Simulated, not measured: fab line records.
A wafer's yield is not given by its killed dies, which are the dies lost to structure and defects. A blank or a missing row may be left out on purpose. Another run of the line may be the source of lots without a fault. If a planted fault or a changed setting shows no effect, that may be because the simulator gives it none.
Chamber matching | flow nand_harc | 4 sister chambers for NHARC_THIN_TSV_DESCUM_14 on rie_diel-05
The step chemistry O2, time 3 s. 4 wafers are shown with their chamber, then 8 later ones without.

## EACH WAFER AND ITS CHAMBER
wafer  | chamber | showerhead_plenum_p_Torr (Torr)
L088.2 | 3       | 1.81
L090.3 | 2       | 2.01
L090.5 | 0       | 1.97
L089.3 | 1       | 1.97

## WAFERS MISSING THEIR CHAMBER
wafer  | showerhead_plenum_p_Torr (Torr)
L089.5 | 2.01
L089.6 | 1.97
L094.1 | 1.96
L094.3 | 1.81
L094.6 | 1.81
L095.3 | 1.96
L095.5 | 1.81
L095.6 | 1.96

## WHICH CHAMBER EACH ONE RAN IN
wafer  | from the rows above     | in truth
L089.5 | 2                       | 2
L089.6 | can't be placed: 0 or 1 | 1
L094.1 | can't be placed: 0 or 1 | 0
L094.3 | 3                       | 3
L094.6 | 3                       | 3
L095.3 | can't be placed: 0 or 1 | 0
L095.5 | 3                       | 3
L095.6 | can't be placed: 0 or 1 | 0
Placed correctly: 4 of 8. These rows do not allow placing 4 (true chamber among the candidates in 4). Placed wrongly: 0.
How it was worked out, from the rows above alone: a wafer's distance from a chamber is the root of the sum, over the readings, of the square of ((its reading less the chamber's mean) divided by the reading's scatter). The wafer belongs to the nearest chamber; if the next one is less than 2 further off, it can't be placed. Each chamber's mean is taken over the wafers shown for it. The scatter (one wafer shown for each chamber): square how far every hidden wafer sits from the nearest shown wafer, average those squares and take the square root.
